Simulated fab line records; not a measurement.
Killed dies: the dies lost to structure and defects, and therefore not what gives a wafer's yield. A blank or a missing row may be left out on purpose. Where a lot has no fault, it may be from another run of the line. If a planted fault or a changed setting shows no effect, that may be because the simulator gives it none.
A single fault, viewed from 3 desks :: flow n5_finfet :: every desk sees just its own numbers, and what lay behind them comes last

== TOOL OWNER'S DESK, euv_scanner-01 ==
The tool's own readings at N5_BEOL_M4_EXPOSE_08 (exposes mask M4): means of the sampled wafers that have a number, for each lot that ran on this tool. If a lot's mean is further than 4 standard deviations from the usual mean, the lot is out of limits and carries the mark OUT (the distance appears in the brackets).
Columns: A = exposure_dose_mJ_cm2 at N5_BEOL_M4_EXPOSE_08, usual 41.16; B = reticle_temp_C at N5_BEOL_M4_EXPOSE_08, usual 23.02 C
lot: L841
first seen here: day 12 02:43
A: 41.17
B: 22.99
This desk's finding: nothing out of limits on the one lot.

== THE METROLOGY DESK ==
What the gauges read for every lot (on any tool): the sampled wafers with a number, averaged. If a lot's mean is further than 4 standard deviations from the usual mean, the lot is out of limits and carries the mark OUT (the distance appears in the brackets).
Columns: A = M3_RS at N5_BEOL_M3_RS_MEAS_58, usual 0.66 ohm/sq; B = M4_ILD_THK at N5_BEOL_M4_THK_MEAS_01, usual 78.9 nm
lot: L834
first seen here: day 9 10:45
A: 0.68
B: 79.1

lot: L832
first seen here: day 9 15:26
A: 0.69
B: 78.2

lot: L835
first seen here: day 10 11:38
A: 0.68
B: 79.1

lot: L841
first seen here: day 12 02:13
A: 0.62
B: 79.6

lot: L846
first seen here: day 12 19:41
A: 0.69
B: 78.7

lot: L848
first seen here: day 13 15:25
A: 0.65
B: 79.0
Finding of this desk: none of the 6 lots has anything out of limits.

== THE DEFECT DESK ==
Counts from the inspections along the route, per lot, as means over the sampled wafers that have a number. If a lot's mean is further than 4 standard deviations from the usual mean, the lot is out of limits and carries the mark OUT (the distance appears in the brackets).
Columns: A = raw_defect_count at N5_BEOL_M3_INSPECT_59, usual 71
lot: L834
first seen here: day 9 10:47
A: 56

lot: L832
first seen here: day 9 15:27
A: 87

lot: L835
first seen here: day 10 11:40
A: 80

lot: L841
first seen here: day 12 02:14
A: 62

lot: L846
first seen here: day 12 19:43
A: 104

lot: L848
first seen here: day 13 15:27
A: 49
Finding of this desk: none of the 6 lots has anything out of limits.

== ALL TOGETHER ==
The desk of the tool owner found nothing out of limits.
Metrology desk: nothing out of limits seen.
Nothing out of limits was seen by the defect desk.

== WHAT THE SIMULATOR PUT IN ==
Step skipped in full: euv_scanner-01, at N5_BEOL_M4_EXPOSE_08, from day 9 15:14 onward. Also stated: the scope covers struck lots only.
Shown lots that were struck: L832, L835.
